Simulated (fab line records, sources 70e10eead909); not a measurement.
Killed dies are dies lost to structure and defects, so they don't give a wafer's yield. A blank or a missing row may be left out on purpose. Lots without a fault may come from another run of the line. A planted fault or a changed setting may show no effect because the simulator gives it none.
Problem report in the 8D (eight disciplines) form, filled by code | flow nand_harc | the parts of the form that need people (team, actions taken, sign-off) are left out

1. THE PROBLEM
time_to_endpoint_s at NHARC_A_M1_CMP_23 reads a mean of 13 s on 3 wafers of 2 lots; wafers without a fault read 31 s with a standard deviation of 3. That is -6.0 standard deviations from the usual mean.
The step: polishes, t overpolish 20 s, target thk 154.34 nm.
First seen on wafer L651.6, day 20 04:52, on cmp-02. The record holds 33 wafers of 11 lots with a number at this step. Rule for "out", or "out of limits": more than 4 standard deviations from the usual mean. The other wafers with a number count as sound.

2. WHAT IT IS AND WHAT IT IS NOT
question                    | is                     | is not
which readings at this step | time_to_endpoint_s     | motor_current_A
which lots                  | L649, L651             | L640, L642, L646, L647, L650, L658, L659, L660, L661
which wafers of those lots  | L649.2, L649.5, L651.6 | L649.3, L651.3, L651.5
read on which tools         | cmp-02                 | cmp-01, cmp-04
when                        | from day 20 04:52      | up to then (14 sound wafers); but 16 sound wafers of L649, L650, L658, L659, L660, L661 came after

3. SUSPECTS, AND WHAT RULES EACH OUT
Counting: a tool at a process step up to the reading stays a suspect if it ran every lot that is out. Sound lots after the first of them don't rule it out here, since some wafers of a struck lot are sound.
- ecd_cu-02 at NHARC_A_M1_ECD_22 (material Cu, target thk 400 nm): kept. It ran every lot that is out, first L651 (day 20 04:13); its last sound lot up to then is L647 (day 19 23:36).
- cmp-02 at NHARC_A_M1_CMP_23 (polishes, t overpolish 20 s, target thk 154.34 nm): kept. It ran every lot that is out, first L651 (day 20 04:52); its last sound lot up to then is L647 (day 20 00:25). Its own readings are out on those wafers: time_to_endpoint_s.
Left after counting: ecd_cu-02 at NHARC_A_M1_ECD_22, cmp-02 at NHARC_A_M1_CMP_23.

4. THE CAUSE (what the simulator had put in)
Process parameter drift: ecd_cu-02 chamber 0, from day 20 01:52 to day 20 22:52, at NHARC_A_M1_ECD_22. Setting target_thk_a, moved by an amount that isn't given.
Counting left 2 suspects, and this tool is among them.

5. THE CHAIN OF EFFECTS, in route order
Each row: a reading whose mean over the struck wafers that have a number lies more than 3 standard deviations from the usual. Only readings for which the record gives a usual standard deviation are gone through. hours: the time from each lot's start at the first step in this table that gives one to its start at this step, as a median over the lots. sigmas: the change in usual standard deviations.
hours | step              | reading            | usual | on struck wafers | change | sigmas
0     | NHARC_A_M1_CMP_23 | time_to_endpoint_s | 31 s  | 13               | -18    | -6.0
The process steps in it:
- NHARC_A_M1_CMP_23: polishes, t overpolish 20 s, target thk 154.34 nm.
Later measuring or inspecting steps at which every struck wafer that the step has a row for has a number for every such reading, and none has moved that far: NHARC_A_M1_INSPECT_27, NHARC_END_SORT_01.

6. WHAT WOULD HAVE CAUGHT IT SOONER
In this record the first reading out of limits was taken at day 20 04:52, 3 hours after the fault began at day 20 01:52.
Of the lots that are out (2), L649 began NHARC_A_M1_ECD_22 on ecd_cu-02 after day 20 04:52. A hold on the tool at that time would have spared it.
